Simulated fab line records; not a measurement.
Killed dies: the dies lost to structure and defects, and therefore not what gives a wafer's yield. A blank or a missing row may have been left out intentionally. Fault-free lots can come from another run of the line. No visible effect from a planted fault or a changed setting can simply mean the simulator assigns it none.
Which tool did it? / flow nand harc / Sampling: 14 lots, 42 wafers, 3 of 1302 route steps

== WHAT THE GAUGES READ, wafer by wafer ==
NHARC_A_CHANNEL_HOLE_D1_OVL_MEAS_11. Usual: overlay x nm -0.3 nm, standard deviation 1; overlay y nm -0.1 nm, standard deviation 0.74.
lot=L985; measured=day 8 13:31; on=overlay-02; overlay x nm (nm)=-0.3 0.5 0.8; overlay y nm (nm)=-1.0 -1.3 -0.9; flag=
lot=L986; measured=day 9 03:25; on=overlay-01; overlay x nm (nm)=-1.1 -0.6 -0.9; overlay y nm (nm)=1.0 0.7 1.1; flag=
lot=L987; measured=day 9 17:37; on=overlay-02; overlay x nm (nm)=1.9 2.0 1.9; overlay y nm (nm)=1.2 0.3 0.9; flag=
lot=L988; measured=day 10 04:02; on=overlay-02; overlay x nm (nm)=0.5 0.1 0.4; overlay y nm (nm)=1.0 0.3 0.9; flag=
lot=L989; measured=day 10 04:35; on=overlay-01; overlay x nm (nm)=0.0 0.6 -0.3; overlay y nm (nm)=-0.5 -0.3 -0.7; flag=
lot=L997; measured=day 13 20:19; on=overlay-02; overlay x nm (nm)=-1.3 -0.8 -1.2; overlay y nm (nm)=1.0 0.0 0.5; flag=
lot=L998; measured=day 13 22:08; on=overlay-02; overlay x nm (nm)=0.2 -0.1 -0.3; overlay y nm (nm)=-0.7 -0.6 -0.1; flag=
lot=L999; measured=day 14 17:15; on=overlay-02; overlay x nm (nm)=0.5 0.4 -0.2; overlay y nm (nm)=0.0 -0.1 -0.1; flag=
lot=L100; measured=day 15 00:12; on=overlay-02; overlay x nm (nm)=1.1 0.7 0.9; overlay y nm (nm)=0.9 0.9 0.7; flag=
lot=L101; measured=day 15 09:50; on=overlay-01; overlay x nm (nm)=-1.0 -1.7 -1.9; overlay y nm (nm)=-0.3 -0.5 -0.3; flag=
lot=L103; measured=day 15 19:48; on=overlay-02; overlay x nm (nm)=1.7 1.8 2.0; overlay y nm (nm)=-0.8 -1.0 -1.3; flag=
lot=L105; measured=day 16 23:19; on=overlay-01; overlay x nm (nm)=-1.7 -1.5 -1.7; overlay y nm (nm)=-0.8 -1.1 -1.2; flag=
lot=L107; measured=day 17 13:26; on=overlay-01; overlay x nm (nm)=-1.6 -1.8 -1.5; overlay y nm (nm)=0.3 -0.5 -0.4; flag=
lot=L108; measured=day 18 05:19; on=overlay-01; overlay x nm (nm)=-0.1 -0.2 0.0; overlay y nm (nm)=0.6 -0.4 -0.4; flag=

== EACH LOT AND THE TOOL THAT RAN IT (in order: tool; ch and the chambers of the sampled wafers; start) ==
lot=L985; NHARC_A_ZERO_WELL_ETCH_13=rie si-02 ch 2,3, day 6 22:26; NHARC_A_CHANNEL_HOLE_D1_DEP_00=acl dep-03 ch 0, day 8 10:47
lot=L986; NHARC_A_ZERO_WELL_ETCH_13=rie si-01 ch 0,1,3, day 7 10:53; NHARC_A_CHANNEL_HOLE_D1_DEP_00=acl dep-03 ch 0, day 8 21:48 and acl dep-02 ch 0, day 9 00:43
lot=L987; NHARC_A_ZERO_WELL_ETCH_13=rie si-06 ch 0,2,3, day 7 18:46; NHARC_A_CHANNEL_HOLE_D1_DEP_00=acl dep-02 ch 0, day 9 15:02
lot=L988; NHARC_A_ZERO_WELL_ETCH_13=rie si-02 ch 0,1,2, day 7 23:37; NHARC_A_CHANNEL_HOLE_D1_DEP_00=acl dep-01 ch 0, day 9 21:34 and acl dep-02 ch 0, day 10 01:26
lot=L989; NHARC_A_ZERO_WELL_ETCH_13=rie si-06 ch 0,1,3, day 8 10:57; NHARC_A_CHANNEL_HOLE_D1_DEP_00=acl dep-03 ch 0, day 10 02:17
lot=L997; NHARC_A_ZERO_WELL_ETCH_13=rie si-02 ch 0,2,3, day 11 23:41; NHARC_A_CHANNEL_HOLE_D1_DEP_00=acl dep-02 ch 0, day 13 17:55
lot=L998; NHARC_A_ZERO_WELL_ETCH_13=rie si-01 ch 0,2,3, day 12 03:17; NHARC_A_CHANNEL_HOLE_D1_DEP_00=acl dep-02 ch 0, day 13 19:47
lot=L999; NHARC_A_ZERO_WELL_ETCH_13=rie si-06 ch 0,1,2, day 12 21:04; NHARC_A_CHANNEL_HOLE_D1_DEP_00=acl dep-02 ch 0, day 14 14:50
lot=L100; NHARC_A_ZERO_WELL_ETCH_13=rie si-01 ch 0,1,2, day 13 07:31; NHARC_A_CHANNEL_HOLE_D1_DEP_00=acl dep-03 ch 0, day 14 21:56
lot=L101; NHARC_A_ZERO_WELL_ETCH_13=rie si-06 ch 2,3, day 13 20:28; NHARC_A_CHANNEL_HOLE_D1_DEP_00=acl dep-01 ch 0, day 15 07:23
lot=L103; NHARC_A_ZERO_WELL_ETCH_13=rie si-02 ch 0,1, day 14 04:05; NHARC_A_CHANNEL_HOLE_D1_DEP_00=acl dep-02 ch 0, day 15 17:49
lot=L105; NHARC_A_ZERO_WELL_ETCH_13=rie si-01 ch 1,2,3, day 15 02:01; NHARC_A_CHANNEL_HOLE_D1_DEP_00=acl dep-02 ch 0, day 16 21:32
lot=L107; NHARC_A_ZERO_WELL_ETCH_13=rie si-06 ch 1,3, day 15 23:53; NHARC_A_CHANNEL_HOLE_D1_DEP_00=acl dep-03 ch 0, day 17 10:42
lot=L108; NHARC_A_ZERO_WELL_ETCH_13=rie si-02 ch 1,2, day 16 13:55; NHARC_A_CHANNEL_HOLE_D1_DEP_00=acl dep-03 ch 0, day 18 02:35
- NHARC_A_ZERO_WELL_ETCH_13: etches the open film in HBr/Cl2, target depth 120 nm, time 40.1 s.
- NHARC_A_CHANNEL_HOLE_D1_DEP_00: deposits aC, target thk 3100 nm.

== AS READ BY THE TOOLS THEMSELVES (means over the sampled wafers that have a number; for cases with no such wafer, the mark the record gives instead) ==
NHARC_A_ZERO_WELL_ETCH_13. Usual: drypump motor current A 5.8 A, standard deviation 0.38; he backside leak sccm 2.67 sccm, standard deviation 0.22; oes product au 1.004 a.u., standard deviation 0.011; throttle valve pct 26.406 %, standard deviation 0.0097.
lot=L985; tool=rie si-02; drypump motor current A (A)=5.4; he backside leak sccm (sccm)=2.88; oes product au (a.u.)=1.007; throttle valve pct (%)=26.414; flag=
lot=L986; tool=rie si-01; drypump motor current A (A)=5.8; he backside leak sccm (sccm)=2.62; oes product au (a.u.)=0.999; throttle valve pct (%)=26.415; flag=
lot=L987; tool=rie si-06; drypump motor current A (A)=5.8; he backside leak sccm (sccm)=2.49; oes product au (a.u.)=1.013; throttle valve pct (%)=26.412; flag=
lot=L988; tool=rie si-02; drypump motor current A (A)=5.5; he backside leak sccm (sccm)=2.65; oes product au (a.u.)=1.005; throttle valve pct (%)=26.408; flag=
lot=L989; tool=rie si-06; drypump motor current A (A)=5.8; he backside leak sccm (sccm)=2.46; oes product au (a.u.)=1.016; throttle valve pct (%)=26.399; flag=
lot=L997; tool=rie si-02; drypump motor current A (A)=5.7; he backside leak sccm (sccm)=2.78; oes product au (a.u.)=1.013; throttle valve pct (%)=26.398; flag=
lot=L998; tool=rie si-01; drypump motor current A (A)=6.1; he backside leak sccm (sccm)=2.81; oes product au (a.u.)=1.003; throttle valve pct (%)=26.407; flag=
lot=L999; tool=rie si-06; drypump motor current A (A)=5.7; he backside leak sccm (sccm)=2.55; oes product au (a.u.)=1.004; throttle valve pct (%)=26.411; flag=
lot=L100; tool=rie si-01; drypump motor current A (A)=5.9; he backside leak sccm (sccm)=2.68; oes product au (a.u.)=1.003; throttle valve pct (%)=26.414; flag=
lot=L101; tool=rie si-06; drypump motor current A (A)=5.9; he backside leak sccm (sccm)=2.56; oes product au (a.u.)=0.991; throttle valve pct (%)=26.405; flag=
lot=L103; tool=rie si-02; drypump motor current A (A)=5.6; he backside leak sccm (sccm)=2.47; oes product au (a.u.)=1.010; throttle valve pct (%)=26.403; flag=
lot=L105; tool=rie si-01; drypump motor current A (A)=5.9; he backside leak sccm (sccm)=2.64; oes product au (a.u.)=1.003; throttle valve pct (%)=26.406; flag=
lot=L107; tool=rie si-06; drypump motor current A (A)=5.8; he backside leak sccm (sccm)=2.46; oes product au (a.u.)=0.994; throttle valve pct (%)=26.399; flag=
lot=L108; tool=rie si-02; drypump motor current A (A)=5.2; he backside leak sccm (sccm)=2.59; oes product au (a.u.)=0.996; throttle valve pct (%)=26.409; flag=

NHARC_A_CHANNEL_HOLE_D1_DEP_00. Usual: throttle valve pct reads 35.000 % (standard deviation 0.0092).
lot=L985; tool=acl dep-03; throttle valve pct (%)=35.007; flag=
lot=L986; tool=acl dep-03/acl dep-02; throttle valve pct (%)=34.994; flag=
lot=L987; tool=acl dep-02; throttle valve pct (%)=34.998; flag=
lot=L988; tool=acl dep-01/acl dep-02; throttle valve pct (%)=34.994; flag=
lot=L989; tool=acl dep-03; throttle valve pct (%)=35.005; flag=
lot=L997; tool=acl dep-02; throttle valve pct (%)=34.995; flag=
lot=L998; tool=acl dep-02; throttle valve pct (%)=35.009; flag=
lot=L999; tool=acl dep-02; throttle valve pct (%)=34.999; flag=
lot=L100; tool=acl dep-03; throttle valve pct (%)=35.004; flag=
lot=L101; tool=acl dep-01; throttle valve pct (%)=35.001; flag=
lot=L103; tool=acl dep-02; throttle valve pct (%)=34.998; flag=
lot=L105; tool=acl dep-02; throttle valve pct (%)=35.001; flag=
lot=L107; tool=acl dep-03; throttle valve pct (%)=35.005; flag=
lot=L108; tool=acl dep-03; throttle valve pct (%)=35.002; flag=

== THE ANSWER, worked out from the rows above alone ==
Rule: take the mean of a lot's wafers that have a number; if it is more than 3 standard deviations from the usual mean, the lot is off. A lot without any number at a reading at which 4 lots or more have one is off too. Where the step has rows for the other lots, those lots are counted as sound. First the gauges in route order, then the tools' own readings, where a lot's mean is used as printed above. The first step at which some lot is off is used, and at that step the reading that is off furthest; a lot without a number counts as furthest.
No lot is off at any reading shown: from this, nothing can be told.

== WHAT THE SIMULATOR HAD INSERTED ==
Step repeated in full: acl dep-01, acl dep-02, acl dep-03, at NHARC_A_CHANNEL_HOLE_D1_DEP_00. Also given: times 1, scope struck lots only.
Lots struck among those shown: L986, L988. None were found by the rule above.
